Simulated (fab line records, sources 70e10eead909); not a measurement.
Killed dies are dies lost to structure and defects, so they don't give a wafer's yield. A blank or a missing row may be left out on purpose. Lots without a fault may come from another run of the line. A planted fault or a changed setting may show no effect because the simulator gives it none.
Which tool did it? | flow nand_harc | 24 lots, 72 wafers sampled, at 6 steps of a route of 1302

WHAT THE GAUGES READ, wafer by wafer
NHARC_A_M1_INSPECT_27. Usual: raw_defect_count 525, standard deviation 120.
lot  | measured     | on                | raw_defect_count | flag
L076 | day 23 06:56 | defect_inspect-02 | 448 628 516      |
L075 | day 23 12:43 | defect_inspect-01 | 519 676 523      |
L074 | day 23 14:13 | defect_inspect-01 | 685 567 512      |
L077 | day 24 07:06 | defect_inspect-01 | 601 484 509      |
L078 | day 24 07:42 | defect_inspect-01 | 301 418 401      |
L080 | day 24 18:40 | defect_inspect-02 | 447 518 977      |
L079 | day 24 20:10 | defect_inspect-02 | 472 510 487      |
L081 | day 25 14:33 | defect_inspect-02 | 739 482 547      |
L084 | day 26 14:13 | defect_inspect-02 | 457 448 407      |
L082 | day 26 14:46 | defect_inspect-02 | 586 336 309      |
L083 | day 26 19:07 | defect_inspect-01 | 297 463 370      |
L085 | day 27 16:29 | defect_inspect-02 | 491 459 538      |
L086 | day 27 19:23 | defect_inspect-01 | 719 671 563      |
L087 | day 27 21:42 | defect_inspect-01 | 402 423 497      |
L088 | day 28 14:13 | defect_inspect-02 | 746 551 501      |
L089 | day 28 15:26 | defect_inspect-02 | 418 636 522      |
L090 | day 30 04:02 | defect_inspect-01 | 919 799 678      |
L091 | day 30 15:09 | defect_inspect-01 | 370 449 614      |
L093 | day 30 18:32 | defect_inspect-02 | 465 526 454      |
L094 | day 30 19:17 | defect_inspect-01 | 477 594 561      |
L092 | day 31 01:28 | defect_inspect-01 | 443 436 381      |
L095 | day 31 18:20 | defect_inspect-01 | 429 555 477      |
L096 | day 31 23:54 | defect_inspect-02 | 435 422 501      |
L097 | day 32 01:16 | defect_inspect-01 | 522 689 671      |

NHARC_A_BONDPAD_CD_MEAS_13. Usual: cd_nm 499.9 nm, standard deviation 2.
lot  | measured     | on        | cd_nm (nm)        | flag
L076 | day 23 09:24 | cd_sem-03 | 497.8 500.2 504.6 |
L075 | day 23 15:10 | cd_sem-03 | 497.8 498.3 499.2 |
L074 | day 23 16:40 | cd_sem-01 | 502.9 500.3 498.5 |
L077 | day 24 09:52 | cd_sem-03 | 502.4 497.7 500.2 |
L078 | day 24 10:11 | cd_sem-02 | 496.5 495.5 497.4 |
L080 | day 24 21:07 | cd_sem-03 | 502.7 502.6 500.7 |
L079 | day 24 22:30 | cd_sem-01 | 500.4 501.0 501.7 |
L081 | day 25 17:00 | cd_sem-03 | 499.8 501.3 502.4 |
L084 | day 26 16:46 | cd_sem-01 | 500.8 502.0 497.3 |
L082 | day 26 17:13 | cd_sem-02 | 500.0 500.7 501.4 |
L083 | day 26 21:34 | cd_sem-02 | 500.3 504.6 500.5 |
L085 | day 27 18:58 | cd_sem-02 | 500.8 497.8 497.8 |
L086 | day 27 21:50 | cd_sem-03 | 499.0 497.0 497.9 |
L087 | day 28 00:02 | cd_sem-01 | 503.1 495.6 502.0 |
L088 | day 28 16:44 | cd_sem-03 | 500.5 500.1 503.6 |
L089 | day 28 17:53 | cd_sem-03 | 496.6 498.3 503.4 |
L090 | day 30 06:29 | cd_sem-03 | 502.3 496.3 501.6 |
L091 | day 30 17:29 | cd_sem-02 | 497.8 499.4 498.1 |
L093 | day 30 20:52 | cd_sem-01 | 498.2 496.5 501.8 |
L094 | day 30 21:53 | cd_sem-03 | 499.3 498.7 497.1 |
L092 | day 31 03:56 | cd_sem-02 | 500.4 499.6 501.6 |
L095 | day 31 20:48 | cd_sem-03 | 502.1 496.8 500.2 |
L096 | day 32 02:23 | cd_sem-01 | 500.4 500.0 496.8 |
L097 | day 32 03:50 | cd_sem-02 | 500.9 500.5 499.5 |

WHICH TOOL RAN EACH LOT (tool, then ch and the chambers of the sampled wafers, then the start)
lot  | NHARC_A_BLC_DEGAS_30         | NHARC_A_M0_PRE_CLEAN_31         | NHARC_A_M1_PVD_20                       | NHARC_A_BONDPAD_DEP_00
L076 | pvd_sputter-02, day 22 21:28 | pecvd-04 ch 0,1, day 23 02:29   | pvd_sputter-02, day 23 06:56 or earlier | pecvd-03 ch 0,1,2, day 23 07:41
L075 | pvd_sputter-01, day 23 03:34 | pecvd-04 ch 0,1, day 23 08:31   | pvd_sputter-01, day 23 12:43 or earlier | pecvd-04 ch 0,1,2, day 23 13:31
L074 | pvd_sputter-02, day 23 05:05 | pecvd-02 ch 0,1,2, day 23 10:07 | pvd_sputter-01, day 23 14:13 or earlier | pecvd-01 ch 0,1,2, day 23 14:55
L077 | pvd_sputter-03, day 23 21:57 | pecvd-04 ch 0,1,2, day 24 03:00 | pvd_sputter-02, day 24 07:06 or earlier | pecvd-01 ch 0,1, day 24 08:10
L078 | pvd_sputter-01, day 23 22:41 | pecvd-04 ch 0,2, day 24 03:37   | pvd_sputter-01, day 24 07:42 or earlier | pecvd-03 ch 0,1, day 24 08:26
L080 | pvd_sputter-03, day 24 09:38 | pecvd-02 ch 0,1, day 24 14:35   | pvd_sputter-03, day 24 18:40 or earlier | pecvd-03 ch 0,1, day 24 19:24
L079 | pvd_sputter-02, day 24 11:08 | pecvd-02 ch 0,2, day 24 16:13   | pvd_sputter-03, day 24 20:10 or earlier | pecvd-04 ch 0,1, day 24 22:30 or earlier
L081 | pvd_sputter-01, day 25 05:34 | pecvd-02 ch 1,2, day 25 10:25   | pvd_sputter-03, day 25 14:33 or earlier | pecvd-03 ch 0,1,2, day 25 17:00 or earlier
L084 | pvd_sputter-01, day 26 05:16 | pecvd-04 ch 0,1, day 26 10:11   | pvd_sputter-03, day 26 14:13 or earlier | pecvd-01 ch 0,1,2, day 26 14:55
L082 | pvd_sputter-02, day 26 05:44 | pecvd-04 ch 0,1,2, day 26 10:46 | pvd_sputter-02, day 26 14:46 or earlier | pecvd-01 ch 0,1, day 26 15:30
L083 | pvd_sputter-02, day 26 09:33 | pecvd-02 ch 0,1, day 26 14:37   | pvd_sputter-03, day 26 19:07 or earlier | pecvd-04 ch 0,1,2, day 26 19:53
L085 | pvd_sputter-02, day 27 07:10 | pecvd-02 ch 0,1, day 27 12:27   | pvd_sputter-03, day 27 16:29 or earlier | pecvd-03 ch 1,2, day 27 18:58 or earlier
L086 | pvd_sputter-02, day 27 10:24 | pecvd-03 ch 0,1,2, day 27 15:20 | pvd_sputter-03, day 27 19:23 or earlier | pecvd-03 ch 0,1,2, day 27 20:13
L087 | pvd_sputter-01, day 27 12:43 | pecvd-02 ch 1,2, day 27 17:40   | pvd_sputter-03, day 27 21:42 or earlier | pecvd-01 ch 0,2, day 27 22:27
L088 | pvd_sputter-01, day 28 05:18 | pecvd-04 ch 0,1, day 28 10:10   | pvd_sputter-02, day 28 14:13 or earlier | pecvd-03 ch 0,2, day 28 14:55
L089 | pvd_sputter-02, day 28 06:25 | pecvd-03 ch 0,1,2, day 28 11:26 | pvd_sputter-03, day 28 15:26 or earlier | pecvd-04 ch 0,2, day 28 16:08
L090 | pvd_sputter-01, day 29 18:58 | pecvd-04 ch 0,1, day 29 23:58   | pvd_sputter-03, day 30 04:02 or earlier | pecvd-04 ch 0,1,2, day 30 04:44
L091 | pvd_sputter-02, day 30 06:04 | pecvd-02 ch 0,1, day 30 11:05   | pvd_sputter-02, day 30 15:09 or earlier | pecvd-01 ch 1,2, day 30 15:51
L093 | pvd_sputter-01, day 30 09:09 | pecvd-03 ch 0,2, day 30 14:28   | pvd_sputter-02, day 30 18:32 or earlier | pecvd-04 ch 0,2, day 30 19:14
L094 | pvd_sputter-02, day 30 10:10 | pecvd-04 ch 0,1, day 30 15:13   | pvd_sputter-01, day 30 19:17 or earlier | pecvd-01 ch 0,2, day 30 20:04
L092 | pvd_sputter-01, day 30 16:04 | pecvd-03 ch 0,1,2, day 30 21:23 | pvd_sputter-02, day 31 01:28 or earlier | pecvd-03 ch 0,1,2, day 31 02:10
L095 | pvd_sputter-02, day 31 09:08 | pecvd-04 ch 0,1,2, day 31 14:08 | pvd_sputter-02, day 31 18:20 or earlier | pecvd-01 ch 0,1,2, day 31 19:03
L096 | pvd_sputter-01, day 31 14:49 | pecvd-02 ch 0,1,2, day 31 19:52 | pvd_sputter-02, day 31 23:54 or earlier | pecvd-01 ch 0,1,2, day 32 00:44
L097 | pvd_sputter-03, day 31 15:34 | pecvd-02 ch 1,2, day 31 20:55   | pvd_sputter-02, day 32 01:16 or earlier | pecvd-04 ch 0,1, day 32 02:05
- NHARC_A_BLC_DEGAS_30: time 60 s.
- NHARC_A_M0_PRE_CLEAN_31: time 12 s.
- NHARC_A_M1_PVD_20: deposits TaN, target thk 5 nm, time 8.06 s.
- NHARC_A_BONDPAD_DEP_00: deposits SiCN, target thk 250 nm.

WHAT THE TOOLS THEMSELVES READ (means of the sampled wafers that have a number; where no wafer has one, the mark that the record gives instead)
NHARC_A_BLC_DEGAS_30. Usual: heater_power_w 450 W, standard deviation 36.
lot  | tool           | heater_power_w (W) | flag
L076 | pvd_sputter-02 | 481                |
L075 | pvd_sputter-01 | 453                |
L074 | pvd_sputter-02 | 456                |
L077 | pvd_sputter-03 | 469                |
L078 | pvd_sputter-01 | 466                |
L080 | pvd_sputter-03 | 449                |
L079 | pvd_sputter-02 | 454                |
L081 | pvd_sputter-01 | 472                |
L084 | pvd_sputter-01 | 440                |
L082 | pvd_sputter-02 | 454                |
L083 | pvd_sputter-02 | 428                |
L085 | pvd_sputter-02 | 455                |
L086 | pvd_sputter-02 | 451                |
L087 | pvd_sputter-01 | 426                |
L088 | pvd_sputter-01 | 449                |
L089 | pvd_sputter-02 | 476                |
L090 | pvd_sputter-01 | 457                |
L091 | pvd_sputter-02 | 423                |
L093 | pvd_sputter-01 | 431                |
L094 | pvd_sputter-02 | 455                |
L092 | pvd_sputter-01 | 428                |
L095 | pvd_sputter-02 | 456                |
L096 | pvd_sputter-01 | 425                |
L097 | pvd_sputter-03 | 467                |

NHARC_A_M0_PRE_CLEAN_31. Usual: heater_power_w 629 W, standard deviation 76.
lot  | tool     | heater_power_w (W) | flag
L076 | pecvd-04 | 627                |
L075 | pecvd-04 | 572                |
L074 | pecvd-02 | 594                |
L077 | pecvd-04 | 649                |
L078 | pecvd-04 | 722                |
L080 | pecvd-02 | 579                |
L079 | pecvd-02 | 635                |
L081 | pecvd-02 | 563                |
L084 | pecvd-04 | 647                |
L082 | pecvd-04 | 674                |
L083 | pecvd-02 | 615                |
L085 | pecvd-02 | 607                |
L086 | pecvd-03 | 666                |
L087 | pecvd-02 | 572                |
L088 | pecvd-04 | 609                |
L089 | pecvd-03 | 635                |
L090 | pecvd-04 | 633                |
L091 | pecvd-02 | 628                |
L093 | pecvd-03 | 682                |
L094 | pecvd-04 | 580                |
L092 | pecvd-03 | 653                |
L095 | pecvd-04 | 603                |
L096 | pecvd-02 | 612                |
L097 | pecvd-02 | 612                |

NHARC_A_M1_PVD_20. Usual: cathode_dc_power_W 15000 W, standard deviation 2.7; throttle_valve_pct 29.7 %, standard deviation 0.85.
lot  | tool           | cathode_dc_power_W (W) | throttle_valve_pct (%) | flag
L076 | pvd_sputter-02 | 15000                  | 30.4                   |
L075 | pvd_sputter-01 | 14998                  | 29.8                   |
L074 | pvd_sputter-01 | 15001                  | 29.2                   |
L077 | pvd_sputter-02 | 15001                  | 30.2                   |
L078 | pvd_sputter-01 | 14998                  | 28.5                   |
L080 | pvd_sputter-03 | 15002                  | 29.3                   |
L079 | pvd_sputter-03 | 14999                  | 29.2                   |
L081 | pvd_sputter-03 | 14998                  | 29.6                   |
L084 | pvd_sputter-03 | 15000                  | 28.6                   |
L082 | pvd_sputter-02 | 15004                  | 30.1                   |
L083 | pvd_sputter-03 | 15000                  | 29.1                   |
L085 | pvd_sputter-03 | 14999                  | 28.9                   |
L086 | pvd_sputter-03 | 15003                  | 28.7                   |
L087 | pvd_sputter-03 | 14999                  | 29.2                   |
L088 | pvd_sputter-02 | 15000                  | 30.1                   |
L089 | pvd_sputter-03 | 14998                  | 29.2                   |
L090 | pvd_sputter-03 | 14999                  | 29.4                   |
L091 | pvd_sputter-02 | 14998                  | 30.1                   |
L093 | pvd_sputter-02 | 15002                  | 30.0                   |
L094 | pvd_sputter-01 | 14999                  | 29.6                   |
L092 | pvd_sputter-02 | 15002                  | 30.1                   |
L095 | pvd_sputter-02 | 14999                  | 30.5                   |
L096 | pvd_sputter-02 | 15000                  | 29.8                   |
L097 | pvd_sputter-02 | 15002                  | 30.2                   |

NHARC_A_BONDPAD_DEP_00. Usual: heater_power_w 562 W, standard deviation 77.
lot  | tool     | heater_power_w (W) | flag
L076 | pecvd-03 | 612                |
L075 | pecvd-04 | 551                |
L074 | pecvd-01 | 506                |
L077 | pecvd-01 | 521                |
L078 | pecvd-03 | 647                |
L080 | pecvd-03 | 570                |
L079 | pecvd-04 | 532                |
L081 | pecvd-03 | 557                |
L084 | pecvd-01 | 530                |
L082 | pecvd-01 | 561                |
L083 | pecvd-04 | 599                |
L085 | pecvd-03 | 554                |
L086 | pecvd-03 | 576                |
L087 | pecvd-01 | 486                |
L088 | pecvd-03 | 651                |
L089 | pecvd-04 | 628                |
L090 | pecvd-04 | 574                |
L091 | pecvd-01 | 544                |
L093 | pecvd-04 | 626                |
L094 | pecvd-01 | 521                |
L092 | pecvd-03 | 577                |
L095 | pecvd-01 | 512                |
L096 | pecvd-01 | 533                |
L097 | pecvd-04 | 555                |

THE ANSWER, worked out from the rows above alone
Rule: a lot is off if the mean of its wafers that have a number lies more than 3 standard deviations from the usual mean. A lot without any number at a reading at which 4 lots or more have one is off too. The other lots that the step has rows for count as sound. The gauges are gone through in route order, then the tools' own readings, and for those a lot's mean is taken as printed above. The first step at which some lot is off is used, and at that step the reading that is off furthest; a lot without a number counts as furthest.
No lot is off at any reading shown: from this, nothing can be told.

WHAT THE SIMULATOR HAD PUT IN
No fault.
